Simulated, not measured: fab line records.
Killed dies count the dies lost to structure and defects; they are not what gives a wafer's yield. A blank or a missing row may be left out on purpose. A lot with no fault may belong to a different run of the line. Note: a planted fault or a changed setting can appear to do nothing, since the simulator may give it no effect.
The tool behind it: which one? / flow n5-finfet / Sampling: 24 lots, 72 wafers, 4 of 1938 route steps

## WHAT EACH GAUGE READ, for each wafer
N5_BEOL_M8_THK_MEAS_01. Usual: M8_ILD_THK gives 155.0 nm (standard deviation 1.8).
lot=L074; measured=day 9 04:58; on=film-metro-02; M8_ILD_THK (nm)=153.0 152.2 155.7; flag=
lot=L075; measured=day 9 11:06; on=film-metro-01; M8_ILD_THK (nm)=153.1 155.9 156.6; flag=
lot=L076; measured=day 9 13:35; on=film-metro-02; M8_ILD_THK (nm)=152.9 154.9 156.0; flag=
lot=L078; measured=day 9 15:25; on=film-metro-02; M8_ILD_THK (nm)=154.0 157.2 156.1; flag=
lot=L077; measured=day 9 19:17; on=film-metro-01; M8_ILD_THK (nm)=154.5 158.9 156.7; flag=
lot=L079; measured=day 10 06:17; on=film-metro-01; M8_ILD_THK (nm)=154.0 157.0 156.2; flag=
lot=L080; measured=day 11 00:06; on=film-metro-01; M8_ILD_THK (nm)=153.1 156.9 152.3; flag=
lot=L081; measured=day 11 14:59; on=film-metro-02; M8_ILD_THK (nm)=151.4 153.4 154.2; flag=
lot=L084; measured=day 11 15:25; on=film-metro-02; M8_ILD_THK (nm)=153.8 153.7 155.1; flag=
lot=L083; measured=day 11 14:42; on=film-metro-01; M8_ILD_THK (nm)=153.8 155.8 155.4; flag=
lot=L082; measured=day 11 17:12; on=film-metro-01; M8_ILD_THK (nm)=151.3 155.6 156.9; flag=
lot=L085; measured=day 11 18:51; on=film-metro-01; M8_ILD_THK (nm)=155.0 157.4 157.5; flag=
lot=L087; measured=day 11 19:04; on=film-metro-01; M8_ILD_THK (nm)=153.7 150.4 154.5; flag=
lot=L086; measured=day 11 23:44; on=film-metro-01; M8_ILD_THK (nm)=153.5 153.1 153.8; flag=
lot=L089; measured=day 13 02:44; on=film-metro-01; M8_ILD_THK (nm)=155.6 152.1 157.5; flag=
lot=L088; measured=day 13 05:25; on=film-metro-02; M8_ILD_THK (nm)=154.5 155.3 155.6; flag=
lot=L090; measured=day 13 06:25; on=film-metro-01; M8_ILD_THK (nm)=154.7 157.4 157.6; flag=
lot=L091; measured=day 13 13:32; on=film-metro-01; M8_ILD_THK (nm)=154.4 155.4 154.8; flag=
lot=L092; measured=day 13 13:15; on=film-metro-01; M8_ILD_THK (nm)=153.8 154.3 154.5; flag=
lot=L093; measured=day 14 00:05; on=film-metro-01; M8_ILD_THK (nm)=153.3 153.5 155.9; flag=
lot=L095; measured=day 14 08:50; on=film-metro-02; M8_ILD_THK (nm)=155.7 156.6 154.8; flag=
lot=L094; measured=day 14 14:28; on=film-metro-02; M8_ILD_THK (nm)=154.3 152.6 155.8; flag=
lot=L097; measured=day 14 20:17; on=film-metro-02; M8_ILD_THK (nm)=156.6 154.2 157.0; flag=
lot=L096; measured=day 15 14:23; on=film-metro-01; M8_ILD_THK (nm)=153.0 157.8 155.5; flag=

## WHICH TOOL RAN EACH LOT (tool, then ch and the chambers of the sampled wafers, then the start)
lot=L074; N5_BEOL_M6_SURFACE_TREAT_79=pvd-sputter-01, day 8 21:08; N5_BEOL_M7_ANNEAL_51=rtp-anneal-01 ch 0, day 9 03:37; N5_BEOL_M8_CURE_74=uv-cure-03 ch 1, day 9 04:28
lot=L075; N5_BEOL_M6_SURFACE_TREAT_79=pvd-sputter-03, day 8 22:50; N5_BEOL_M7_ANNEAL_51=rtp-anneal-01 ch 0, day 9 09:44; N5_BEOL_M8_CURE_74=uv-cure-03 ch 2, day 9 10:35
lot=L076; N5_BEOL_M6_SURFACE_TREAT_79=pvd-sputter-01, day 9 03:25; N5_BEOL_M7_ANNEAL_51=rtp-anneal-01 ch 0, day 9 12:12; N5_BEOL_M8_CURE_74=uv-cure-01 ch 2, day 9 13:04
lot=L078; N5_BEOL_M6_SURFACE_TREAT_79=pvd-sputter-01, day 9 07:44; N5_BEOL_M7_ANNEAL_51=rtp-anneal-01 ch 0, day 9 13:40; N5_BEOL_M8_CURE_74=uv-cure-02 ch 2, day 9 14:44
lot=L077; N5_BEOL_M6_SURFACE_TREAT_79=pvd-sputter-01, day 9 09:18; N5_BEOL_M7_ANNEAL_51=rtp-anneal-01 ch 0, day 9 17:55; N5_BEOL_M8_CURE_74=uv-cure-03 ch 0, day 9 18:51
lot=L079; N5_BEOL_M6_SURFACE_TREAT_79=pvd-sputter-01, day 9 20:13; N5_BEOL_M7_ANNEAL_51=rtp-anneal-02 ch 0, day 10 04:54; N5_BEOL_M8_CURE_74=uv-cure-03 ch 1, day 10 05:51
lot=L080; N5_BEOL_M6_SURFACE_TREAT_79=pvd-sputter-01, day 10 08:31; N5_BEOL_M7_ANNEAL_51=rtp-anneal-02 ch 0, day 10 22:50; N5_BEOL_M8_CURE_74=uv-cure-01 ch 0, day 10 23:45
lot=L081; N5_BEOL_M6_SURFACE_TREAT_79=pvd-sputter-01, day 11 05:26; N5_BEOL_M7_ANNEAL_51=rtp-anneal-01 ch 0, day 11 13:38; N5_BEOL_M8_CURE_74=uv-cure-03 ch 1, day 11 14:28
lot=L084; N5_BEOL_M6_SURFACE_TREAT_79=pvd-sputter-02, day 11 06:12; N5_BEOL_M7_ANNEAL_51=rtp-anneal-02 ch 0, day 11 14:06; N5_BEOL_M8_CURE_74=uv-cure-01 ch 1, day 11 14:59
lot=L083; N5_BEOL_M6_SURFACE_TREAT_79=pvd-sputter-02, day 11 06:59; N5_BEOL_M7_ANNEAL_51=rtp-anneal-02 ch 0, day 11 13:23; N5_BEOL_M8_CURE_74=uv-cure-01 ch 1, day 11 14:16
lot=L082; N5_BEOL_M6_SURFACE_TREAT_79=pvd-sputter-01, day 11 07:26; N5_BEOL_M7_ANNEAL_51=rtp-anneal-01 ch 0, day 11 15:50; N5_BEOL_M8_CURE_74=uv-cure-01 ch 0, day 11 16:41
lot=L085; N5_BEOL_M6_SURFACE_TREAT_79=pvd-sputter-01, day 11 09:08; N5_BEOL_M7_ANNEAL_51=rtp-anneal-01 ch 0, day 11 17:28; N5_BEOL_M8_CURE_74=uv-cure-03 ch 0, day 11 18:20
lot=L087; N5_BEOL_M6_SURFACE_TREAT_79=pvd-sputter-03, day 11 09:11; N5_BEOL_M7_ANNEAL_51=rtp-anneal-02 ch 0, day 11 17:42; N5_BEOL_M8_CURE_74=uv-cure-02 ch 1, day 11 18:34
lot=L086; N5_BEOL_M6_SURFACE_TREAT_79=pvd-sputter-02, day 11 14:11; N5_BEOL_M7_ANNEAL_51=rtp-anneal-02 ch 0, day 11 21:53; N5_BEOL_M8_CURE_74=uv-cure-01 ch 2, day 11 23:13
lot=L089; N5_BEOL_M6_SURFACE_TREAT_79=pvd-sputter-01, day 12 18:01; N5_BEOL_M7_ANNEAL_51=rtp-anneal-01 ch 0, day 13 01:22; N5_BEOL_M8_CURE_74=uv-cure-03 ch 0, day 13 02:13
lot=L088; N5_BEOL_M6_SURFACE_TREAT_79=pvd-sputter-02, day 12 18:49; N5_BEOL_M7_ANNEAL_51=rtp-anneal-01 ch 0, day 13 04:06; N5_BEOL_M8_CURE_74=uv-cure-01 ch 2, day 13 04:59
lot=L090; N5_BEOL_M6_SURFACE_TREAT_79=pvd-sputter-02, day 12 21:38; N5_BEOL_M7_ANNEAL_51=rtp-anneal-01 ch 0, day 13 05:07; N5_BEOL_M8_CURE_74=uv-cure-02 ch 2, day 13 06:03
lot=L091; N5_BEOL_M6_SURFACE_TREAT_79=pvd-sputter-02, day 13 00:16; N5_BEOL_M7_ANNEAL_51=rtp-anneal-02 ch 0, day 13 12:13; N5_BEOL_M8_CURE_74=uv-cure-02 ch 2, day 13 13:05
lot=L092; N5_BEOL_M6_SURFACE_TREAT_79=pvd-sputter-01, day 13 00:44; N5_BEOL_M7_ANNEAL_51=rtp-anneal-02 ch 0, day 13 11:56; N5_BEOL_M8_CURE_74=uv-cure-01 ch 2, day 13 12:49
lot=L093; N5_BEOL_M6_SURFACE_TREAT_79=pvd-sputter-02, day 13 11:12; N5_BEOL_M7_ANNEAL_51=rtp-anneal-01 ch 0, day 13 22:41; N5_BEOL_M8_CURE_74=uv-cure-02 ch 1, day 13 23:34
lot=L095; N5_BEOL_M6_SURFACE_TREAT_79=pvd-sputter-03, day 13 18:46; N5_BEOL_M7_ANNEAL_51=rtp-anneal-02 ch 0, day 14 07:02; N5_BEOL_M8_CURE_74=uv-cure-02 ch 1, day 14 08:10
lot=L094; N5_BEOL_M6_SURFACE_TREAT_79=pvd-sputter-03, day 14 02:42; N5_BEOL_M7_ANNEAL_51=rtp-anneal-01 ch 0, day 14 12:59; N5_BEOL_M8_CURE_74=uv-cure-03 ch 0, day 14 14:01
lot=L097; N5_BEOL_M6_SURFACE_TREAT_79=pvd-sputter-02, day 14 12:26; N5_BEOL_M7_ANNEAL_51=rtp-anneal-01 ch 0, day 14 18:53; N5_BEOL_M8_CURE_74=uv-cure-02 ch 2, day 14 19:46
lot=L096; N5_BEOL_M6_SURFACE_TREAT_79=pvd-sputter-02, day 15 04:20; N5_BEOL_M7_ANNEAL_51=rtp-anneal-01 ch 0, day 15 12:46; N5_BEOL_M8_CURE_74=uv-cure-02 ch 0, day 15 14:02
- N5_BEOL_M6_SURFACE_TREAT_79
- N5_BEOL_M7_ANNEAL_51: time 90 s.
- N5_BEOL_M8_CURE_74: cures SiCOH lowk, time 240 s.

## WHAT THE TOOLS THEMSELVES READ (means of the sampled wafers that have a number; where no wafer has one, the mark that the record gives instead)
N5_BEOL_M6_SURFACE_TREAT_79. Usual: ar-flow-sccm reads 29.99 sccm (standard deviation 0.087).
lot=L074; tool=pvd-sputter-01; ar-flow-sccm (sccm)=30.13; flag=
lot=L075; tool=pvd-sputter-03; ar-flow-sccm (sccm)=30.06; flag=
lot=L076; tool=pvd-sputter-01; ar-flow-sccm (sccm)=29.97; flag=
lot=L078; tool=pvd-sputter-01; ar-flow-sccm (sccm)=29.88; flag=
lot=L077; tool=pvd-sputter-01; ar-flow-sccm (sccm)=30.06; flag=
lot=L079; tool=pvd-sputter-01; ar-flow-sccm (sccm)=29.97; flag=
lot=L080; tool=pvd-sputter-01; ar-flow-sccm (sccm)=30.08; flag=
lot=L081; tool=pvd-sputter-01; ar-flow-sccm (sccm)=30.01; flag=
lot=L084; tool=pvd-sputter-02; ar-flow-sccm (sccm)=30.03; flag=
lot=L083; tool=pvd-sputter-02; ar-flow-sccm (sccm)=29.96; flag=
lot=L082; tool=pvd-sputter-01; ar-flow-sccm (sccm)=29.94; flag=
lot=L085; tool=pvd-sputter-01; ar-flow-sccm (sccm)=29.95; flag=
lot=L087; tool=pvd-sputter-03; ar-flow-sccm (sccm)=29.90; flag=
lot=L086; tool=pvd-sputter-02; ar-flow-sccm (sccm)=29.92; flag=
lot=L089; tool=pvd-sputter-01; ar-flow-sccm (sccm)=30.02; flag=
lot=L088; tool=pvd-sputter-02; ar-flow-sccm (sccm)=30.01; flag=
lot=L090; tool=pvd-sputter-02; ar-flow-sccm (sccm)=29.96; flag=
lot=L091; tool=pvd-sputter-02; ar-flow-sccm (sccm)=30.08; flag=
lot=L092; tool=pvd-sputter-01; ar-flow-sccm (sccm)=30.03; flag=
lot=L093; tool=pvd-sputter-02; ar-flow-sccm (sccm)=29.96; flag=
lot=L095; tool=pvd-sputter-03; ar-flow-sccm (sccm)=29.93; flag=
lot=L094; tool=pvd-sputter-03; ar-flow-sccm (sccm)=30.00; flag=
lot=L097; tool=pvd-sputter-02; ar-flow-sccm (sccm)=29.92; flag=
lot=L096; tool=pvd-sputter-02; ar-flow-sccm (sccm)=29.94; flag=

N5_BEOL_M7_ANNEAL_51. Usual: wafer_temp_C_max reads 226.0 (standard deviation 0.33).
lot=L074 tool=rtp-anneal-01 wafer_temp_C_max=226.2 flag=
lot=L075 tool=rtp-anneal-01 wafer_temp_C_max=226.6 flag=
lot=L076 tool=rtp-anneal-01 wafer_temp_C_max=226.1 flag=
lot=L078 tool=rtp-anneal-01 wafer_temp_C_max=226.2 flag=
lot=L077 tool=rtp-anneal-01 wafer_temp_C_max=226.2 flag=
lot=L079 tool=rtp-anneal-02 wafer_temp_C_max=225.5 flag=
lot=L080 tool=rtp-anneal-02 wafer_temp_C_max=225.6 flag=
lot=L081 tool=rtp-anneal-01 wafer_temp_C_max=226.3 flag=
lot=L084 tool=rtp-anneal-02 wafer_temp_C_max=225.8 flag=
lot=L083 tool=rtp-anneal-02 wafer_temp_C_max=225.7 flag=
lot=L082 tool=rtp-anneal-01 wafer_temp_C_max=226.2 flag=
lot=L085 tool=rtp-anneal-01 wafer_temp_C_max=226.3 flag=
lot=L087 tool=rtp-anneal-02 wafer_temp_C_max=225.9 flag=
lot=L086 tool=rtp-anneal-02 wafer_temp_C_max=225.7 flag=
lot=L089 tool=rtp-anneal-01 wafer_temp_C_max=226.3 flag=
lot=L088 tool=rtp-anneal-01 wafer_temp_C_max=226.1 flag=
lot=L090 tool=rtp-anneal-01 wafer_temp_C_max=226.1 flag=
lot=L091 tool=rtp-anneal-02 wafer_temp_C_max=225.8 flag=
lot=L092 tool=rtp-anneal-02 wafer_temp_C_max=225.7 flag=
lot=L093 tool=rtp-anneal-01 wafer_temp_C_max=226.2 flag=
lot=L095 tool=rtp-anneal-02 wafer_temp_C_max=225.7 flag=
lot=L094 tool=rtp-anneal-01 wafer_temp_C_max=226.2 flag=
lot=L097 tool=rtp-anneal-01 wafer_temp_C_max=226.3 flag=
lot=L096 tool=rtp-anneal-01 wafer_temp_C_max=225.9 flag=

N5_BEOL_M8_CURE_74. Usual: lamp-power-pct 52.31 %, standard deviation 0.051; wafer_temp_C_max 386.7, standard deviation 0.56.
lot=L074; tool=uv-cure-03; lamp-power-pct (%)=52.29; wafer_temp_C_max=387.1; flag=
lot=L075; tool=uv-cure-03; lamp-power-pct (%)=52.30; wafer_temp_C_max=386.9; flag=
lot=L076; tool=uv-cure-01; lamp-power-pct (%)=52.24; wafer_temp_C_max=387.2; flag=
lot=L078; tool=uv-cure-02; lamp-power-pct (%)=52.32; wafer_temp_C_max=386.4; flag=
lot=L077; tool=uv-cure-03; lamp-power-pct (%)=52.30; wafer_temp_C_max=386.0; flag=
lot=L079; tool=uv-cure-03; lamp-power-pct (%)=52.31; wafer_temp_C_max=387.0; flag=
lot=L080; tool=uv-cure-01; lamp-power-pct (%)=52.36; wafer_temp_C_max=386.1; flag=
lot=L081; tool=uv-cure-03; lamp-power-pct (%)=52.28; wafer_temp_C_max=387.4; flag=
lot=L084; tool=uv-cure-01; lamp-power-pct (%)=52.30; wafer_temp_C_max=386.5; flag=
lot=L083; tool=uv-cure-01; lamp-power-pct (%)=52.30; wafer_temp_C_max=387.2; flag=
lot=L082; tool=uv-cure-01; lamp-power-pct (%)=52.36; wafer_temp_C_max=386.1; flag=
lot=L085; tool=uv-cure-03; lamp-power-pct (%)=52.34; wafer_temp_C_max=386.5; flag=
lot=L087; tool=uv-cure-02; lamp-power-pct (%)=52.32; wafer_temp_C_max=387.4; flag=
lot=L086; tool=uv-cure-01; lamp-power-pct (%)=52.30; wafer_temp_C_max=386.6; flag=
lot=L089; tool=uv-cure-03; lamp-power-pct (%)=52.27; wafer_temp_C_max=386.3; flag=
lot=L088; tool=uv-cure-01; lamp-power-pct (%)=52.34; wafer_temp_C_max=387.5; flag=
lot=L090; tool=uv-cure-02; lamp-power-pct (%)=52.31; wafer_temp_C_max=386.0; flag=
lot=L091; tool=uv-cure-02; lamp-power-pct (%)=52.28; wafer_temp_C_max=386.2; flag=
lot=L092; tool=uv-cure-01; lamp-power-pct (%)=52.27; wafer_temp_C_max=387.0; flag=
lot=L093; tool=uv-cure-02; lamp-power-pct (%)=52.33; wafer_temp_C_max=387.1; flag=
lot=L095; tool=uv-cure-02; lamp-power-pct (%)=52.32; wafer_temp_C_max=387.2; flag=
lot=L094; tool=uv-cure-03; lamp-power-pct (%)=52.38; wafer_temp_C_max=387.2; flag=
lot=L097; tool=uv-cure-02; lamp-power-pct (%)=52.30; wafer_temp_C_max=386.3; flag=
lot=L096; tool=uv-cure-02; lamp-power-pct (%)=52.36; wafer_temp_C_max=386.9; flag=

## THE ANSWER, worked out from the rows above alone
Rule: lot off if the mean of its wafers having a number is beyond 3 standard deviations from the usual mean. Also off: a lot with no number at a reading for which 4 or more lots have one. Any other lot the step has rows for is counted as sound. Order of review: gauges by route order, followed by the tools' own readings, for which a lot's mean as printed above is used. The first step at which some lot is off is used, and at that step the reading that is off furthest; a lot without a number counts as furthest.
No lot is off at any reading shown: from this, nothing can be told.

## WHAT THE SIMULATOR HAD PUT IN
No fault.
